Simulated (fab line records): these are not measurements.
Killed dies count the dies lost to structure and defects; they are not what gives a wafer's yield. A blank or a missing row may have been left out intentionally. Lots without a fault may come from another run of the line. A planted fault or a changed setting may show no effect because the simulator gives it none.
Problem report, 8D (eight disciplines) form, completed by code ; flow n5-finfet ; the parts of the form that need people (team, actions taken, sign-off) are left out

== 1. WHAT WENT WRONG ==
Mean of spin-speed-rpm at N5_BEOL_M2_COAT_68: 1615.9 rpm across 6 wafers in 2 lots; on wafers with no fault it is 1499.9 rpm (standard deviation 0.89). So: +99 or more standard deviations from the usual mean.
The step: time 60 s, resist thk 12 nm.
First seen on wafer L828.2, day 9 08:46, on litho-track-01. The record holds 12 wafers of 4 lots with a number at this step. The rule behind "out" and "out of limits": a value lying over 4 standard deviations away from the usual mean. All remaining wafers that have a number are taken as sound.

== 2. WHAT IT IS AND WHAT IT IS NOT ==
question;is;is not
which readings at this step;spin-speed-rpm;-
which lots;L828, L832;L824, L838
which wafers of those lots;all that have a number;-
read on which tools;litho-track-01;litho-track-04
when;from day 9 08:46;"up to then (3 sound wafers); but 3 sound wafers of L838 came after"

== 3. THE SUSPECTS, EACH WITH WHAT RULES IT OUT ==
Counting: any tool at a process step up to the reading is kept as a suspect provided that every lot that is out went through it and no sound lot did after the first of them.
- litho-track-01 at N5_BEOL_M2_COAT_68 (time 60 s, resist thk 12 nm): kept. It processed each lot that is out, first L828 at day 9 08:46, and no sound lot thereafter; up to then, the last sound lot it processed was L824 at day 7 20:59. On those wafers its own readings are out: spin-speed-rpm.
Left after counting: litho-track-01 at N5_BEOL_M2_COAT_68.

== 4. THE CAUSE (what the simulator had put in) ==
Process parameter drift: litho-track-01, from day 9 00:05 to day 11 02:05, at N5_BEOL_M2_COAT_68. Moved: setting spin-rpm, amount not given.
The count eliminated every tool but this one.

== 5. THE EFFECT CHAIN, in route order ==
Rows list readings where the struck wafers' mean (over those with a number) sits beyond 3 standard deviations from the usual. Readings are gone through only where the record gives a usual standard deviation; hours: the median, over the lots, of the time from a lot's start at the first step in this table giving one to that lot's start at this step; sigmas: the change measured in usual standard deviations.
hours;step;reading;usual;on struck wafers;change;sigmas
0;N5_BEOL_M2_COAT_68;spin-speed-rpm;1499.9 rpm;1615.9;+116.0;+99 or more
126;N5_PASSIVATION_PROBE_49;killed-at-other;4;14;+10;+3.1
Process steps it contains:
- N5_BEOL_M2_COAT_68: time 60 s, resist thk 12 nm.
- N5_PASSIVATION_PROBE_49
Later measuring or inspecting steps at which every struck wafer that the step has a row for has a number for every such reading, and none has moved that far: N5_BEOL_M4_RC_MEAS_101.

== 6. HOW IT WOULD HAVE BEEN CAUGHT EARLIER ==
In this record the first reading out of limits was taken at day 9 08:46, 9 hours after the fault began at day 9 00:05.
